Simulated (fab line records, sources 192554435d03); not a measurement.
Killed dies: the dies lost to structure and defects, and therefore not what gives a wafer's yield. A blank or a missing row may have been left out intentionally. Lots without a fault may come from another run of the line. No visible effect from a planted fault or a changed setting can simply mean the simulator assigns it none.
Lot-split experiment	flow n5-finfet	39 wafers read across 7 lots, on a route 1938 steps long

SPLIT DETAILS
At N5_MOL_CONTACT_COAG_ETCHBACK_136 (etches SiO2 in CHF3, target depth 25 nm, time 16.7 s), the setting target-depth-a was moved away from the recipe's 250 angstrom on 18 of the 39 wafers read, by -11.4% to +13.8%. The other wafers ran this setting at the recipe's value.

FROM THE SPLIT TO THE READING: what the file shows between them, 1 step
- N5_MOL_CONTACT_COAG_STRIP_120: strips in CHF3

THE READING
MOL_CONTACT_COAG.feature-depth-nm (the simulator's own value, which no gauge read), in nm, at N5_MOL_CONTACT_COAG_VIA_ETCH_117 (etches SiO2 in C4F6/O2, target depth 40 nm, overetch 8 nm, time 26 s). There is no usual value for it anywhere in the file. Here, 21 wafers ran the recipe; their average is 39.9 nm with a standard deviation of 0.46 nm.

wafer	tool, chamber at the split	target-depth-a as run, angstrom	against the recipe	MOL_CONTACT_COAG.feature-depth-nm, nm	against lot-mates on the recipe
L079.1	rie-diel-05, 2,1,2	250	recipe	40.6	-
L079.2	rie-diel-05, 2,1,2	250	recipe	40	-
L079.3	rie-diel-05, 3,3,1	267.9	+7.2%	38	-2.5
L079.4	rie-diel-05, 3,3,1	267.9	+7.2%	38.2	-2.3
L079.5	rie-diel-05, 3,3,1	267.9	+7.2%	38.2	-2.3
L079.6	rie-diel-05, 2,1,2	250	recipe	40.8	-
L087.1	rie-diel-03, 1,0,1	225.9	-9.6%	41.8	+2.1
L087.2	rie-diel-03, 2,3,0	250	recipe	39.2	-
L087.3	rie-diel-03, 2,3,0	250	recipe	39.8	-
L087.4	rie-diel-03, 1,0,1	225.9	-9.6%	42.6	+2.9
L087.5	rie-diel-03, 2,3,0	250	recipe	40.2	-
L087.6	rie-diel-03, 1,0,1	225.9	-9.6%	41.8	+2.1
L088.1	rie-diel-01, 2,3,3	250	recipe	40.2	-
L088.2	rie-diel-01, 0,1,0	284.6	+13.8%	36	-3.9
L088.3	rie-diel-01, 0,1,0	284.6	+13.8%	35.8	-4.1
L088.4	rie-diel-01, 2,3,3	250	recipe	39.6	-
L088.5	rie-diel-01, 2,3,3	250	recipe	39.8	-
L088.6	rie-diel-01, 0,1,0	284.6	+13.8%	36	-3.9
L089.1	rie-diel-03, 2,1,3	250	recipe	39.4	-
L089.4	rie-diel-03, 2,1,3	250	recipe	39.6	-
L089.6	rie-diel-03, 2,1,3	250	recipe	40.2	-
L092.1	rie-diel-03, 1,3,3	250	recipe	39.4	-
L092.2	rie-diel-03, 1,3,3	250	recipe	40	-
L092.3	rie-diel-03, 2,1,2	221.4	-11.4%	42	+2.3
L092.4	rie-diel-03, 1,3,3	250	recipe	39.8	-
L092.5	rie-diel-03, 2,1,2	221.4	-11.4%	42.2	+2.5
L092.6	rie-diel-03, 2,1,2	221.4	-11.4%	42.2	+2.5
L094.1	rie-diel-01, 0,1,3	250	recipe	39.8	-
L094.2	rie-diel-01, 2,1,2	240.2	-3.9%	41	+1.5
L094.3	rie-diel-01, 0,1,3	250	recipe	39.2	-
L094.4	rie-diel-01, 0,1,3	250	recipe	39.6	-
L094.5	rie-diel-01, 2,1,2	240.2	-3.9%	40	+0.5
L094.6	rie-diel-01, 2,1,2	240.2	-3.9%	41.2	+1.7
L096.1	rie-diel-05, 1,0,1	227.2	-9.1%	42.2	+1.8
L096.2	rie-diel-05, 2,3,2	250	recipe	40.6	-
L096.3	rie-diel-05, 1,0,1	227.2	-9.1%	42.6	+2.2
L096.4	rie-diel-05, 2,3,2	250	recipe	40	-
L096.5	rie-diel-05, 1,0,1	227.2	-9.1%	41.8	+1.4
L096.6	rie-diel-05, 2,3,2	250	recipe	40.6	-
If several chambers appear in one row, that row covers several wafers at once and the file leaves open which wafer was in which chamber.

THE FIT
A straight line over all 39 wafers: MOL_CONTACT_COAG.feature-depth-nm changes by -0.247 nm for each +1% of target-depth-a; r = -0.96; the points scatter about the line by 0.46 nm.
The same after taking each lot's own level away (the mean of its wafers on the recipe; 39 wafers): -0.255 nm for each +1%; r = -0.97; scatter 0.4 nm.
That fit puts the effect of the largest move of target-depth-a on the reading at 3.5 nm.
The lots' own levels span 39.53 to 40.47 nm, that is 2.0 times the standard deviation above.
Consequently the slope shifts little with the lot-to-lot level, the two slopes agreeing.
Check: with one of the wafers moved furthest among these (+13.8%) left out of the fit, the line predicts -3.64 nm for it against its lot-mates. Against them it came out at -3.87 nm.

OTHER SPLITS APPLIED TO THESE WAFERS
Note: prior to the reading, these wafers also went through further splits. Each is held against what the fit with the lots' levels taken away leaves over:
other split on the same wafers	wafers away from the commonest value	r with MOL_CONTACT_COAG.feature-depth-nm (lot level and that fit taken away)
N5_HKMG_FIN_ETCH_54 source-w	15	+0.08
N5_HKMG_FIN_ETCH_35 time-s	15	-0.10
N5_GATE_CUT_CUT_ETCH_53 icp-w	6	+0.15
N5_MOL_CONTACT_COAG_VIA_ETCH_46 bias-w	9	-0.09

THE WHOLE CHAIN: every reading that the file lists as answering this split, in the file's order
step	what it does	reading	change (the file's fit)	r (the file's)
N5_MOL_CONTACT_COAG_VIA_ETCH_117	etches SiO2 in C4F6/O2, target depth 40 nm, overetch 8 nm, time 26 s	etch.depth-nm (the simulator's own value, which no gauge read)	-0.252 nm for each +1% of the setting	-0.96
N5_MOL_CONTACT_COAG_VIA_ETCH_117	etches SiO2 in C4F6/O2, target depth 40 nm, overetch 8 nm, time 26 s	MOL_CONTACT_COAG.feature-depth-nm (the simulator's own value, which no gauge read)	-0.252 nm for each +1% of the setting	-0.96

THE FILE'S OWN FIT
MOL_CONTACT_COAG.feature-depth-nm changes by -0.252 nm for each +1% of target-depth-a, r = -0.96.
